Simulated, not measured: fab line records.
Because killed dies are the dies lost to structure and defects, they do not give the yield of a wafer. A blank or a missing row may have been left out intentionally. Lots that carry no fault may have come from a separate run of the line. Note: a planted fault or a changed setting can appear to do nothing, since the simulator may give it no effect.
Struck lot and sound lot, side by side -- flow n5Finfet -- 14 out of 1938 route steps
Sound: these wafers, L410.2, L410.4, L410.6. Struck: wafer L417.3 (L417.1, L417.5, from the same lot, were not struck and are left out); the cause is given at the end.
Order at every step that has rows: each side's tool, ch and its chambers, its first start. Under that, the readings that differ: sound wafers -- struck wafers -- difference of the means -- sigmas: that difference in standard deviations of wafers without a fault.
alike: same words and numbers on both sides, and readings whose means sit less than 2 such deviations apart. not compared: any withheld reading, any reading some wafer has no value for, any bound like >300 that may hide the same value, and any number with overlapping values for which the record gives no deviation.
Wherever a step has rows on one side only, a row that says differs or no value, or a row with sigmas, the two part there. Non-overlapping numbers with no deviation appear without sigmas and do not part them. A reading missing from all wafers of one side parts the sides only when that side holds two or more wafers.

N5_BEOL_M9_OVL_MEAS_29:
  sound on overlay-01 ch 0, day 10 04:44; struck on overlay-01 ch 0, day 15 01:19
  alike: V8_OVL
N5_BEOL_M9_INSPECT_30: inspects for defects (brightfield).
  sound on defectInspect-02, day 10 04:47; struck on defectInspect-02, day 15 01:22
  alike: rawDefectCount
N5_BEOL_M9_DESCUM_33: chemistry O2, time 7 s.
  sound on rieDiel-05 ch 1,3, day 10 04:49; struck on rieDiel-05 ch 3, day 15 01:24
reading,sound,struck,difference,sigmas
showerheadPlenumPTorr (Torr),1.98 2.22 1.98,2.22,+0.16,+2
  alike: drypumpMotorCurrentA, o2FlowSccm, oesProductAu, rfVppV, tempC, throttleValvePct
  not compared: rfHoursCounterH
N5_BEOL_M9_ETCH_76: etches underlayer in N2/H2, target depth 6.5 nm, time 5.2 s.
  sound on rieDiel-05 ch 1,3, day 10 04:51; struck on rieDiel-05 ch 3, day 15 01:26
reading,sound,struck,difference,sigmas
rfVppV (V),519.3 527.0 524.1,530.9,+7.4,+3
showerheadPlenumPTorr (Torr),2.42 2.72 2.42,2.71,+0.19,+2
  alike: drypumpMotorCurrentA, etchRfOnTimeS, oesProductAu, throttleValvePct
  not compared: rfHoursCounterH
N5_BEOL_M9_ETCH_65: etches SiARC in CF4, target depth 15.6 nm, time 26 s.
  sound on rieDiel-05 ch 1,3, day 10 04:52; struck on rieDiel-05 ch 3, day 15 01:27
  alike: drypumpMotorCurrentA, etchRfOnTimeS, oesProductAu, rfVppV, showerheadPlenumPTorr, throttleValvePct
  not compared: rfHoursCounterH
then, 3 steps without rows for these wafers: N5_BEOL_M9_ETCH_66 (etches SOC in N2/H2, target depth 80 nm, overetch 16 nm, time 120 s); N5_BEOL_M9_STRIP_69 (strips in N2/H2); N5_BEOL_M9_STRIP_77 (strips in N2/H2).
N5_BEOL_M9_VIA_ETCH_34: etches SiCOH lowk in C4F6/O2, target depth 182.4 nm, time 68.4 s.
  sound on rieDiel-05 ch 1,3, day 10 05:00; struck on rieDiel-05 ch 3, day 15 01:35
  alike: drypumpMotorCurrentA, oesProductAu, rfVppV, showerheadPlenumPTorr, throttleValvePct
  not compared: rfHoursCounterH
then, 2 steps without rows for these wafers: N5_BEOL_M9_STRIP_73 (strips in C4F6/O2); N5_BEOL_M9_STRIP_36 (strips in N2/H2).
N5_BEOL_M9_TRENCH_ETCH_37: etches SiCOH lowk in C4F6/O2, target depth 151.43 nm, time 49 s.
  sound: rieDiel-05 ch 1,3; struck: rieDiel-05 ch 3
  alike: drypumpMotorCurrentA, oesProductAu, rfVppV, showerheadPlenumPTorr, throttleValvePct
  not compared: rfHoursCounterH
N5_BEOL_M9_ETCH_41: etches SiCN in CH3F/O2, target depth 36.6 nm, time 70.1 s.
  sound on rieDiel-05 ch 1,3, day 10 05:08; struck on rieDiel-05 ch 3, day 15 01:43
reading,sound,struck,difference,sigmas
model.etch.depthNm (nm),25.92 26.33 25.84,22.83,-3.20,
  alike: drypumpMotorCurrentA, oesProductAu, rfVppV, showerheadPlenumPTorr, throttleValvePct
  not compared: rfHoursCounterH
then, 1 step without rows for these wafers: N5_BEOL_M9_STRIP_80 (strips in N2/H2, time 10 s).

WHERE THEY PART
Last at N5_BEOL_M9_ETCH_76 as far as this record goes, first at N5_BEOL_M9_DESCUM_33. Later steps at which nothing parts them and some readings are alike: N5_BEOL_M9_ETCH_65, N5_BEOL_M9_VIA_ETCH_34, N5_BEOL_M9_TRENCH_ETCH_37, N5_BEOL_M9_ETCH_41.

WHY: what the simulator had put in
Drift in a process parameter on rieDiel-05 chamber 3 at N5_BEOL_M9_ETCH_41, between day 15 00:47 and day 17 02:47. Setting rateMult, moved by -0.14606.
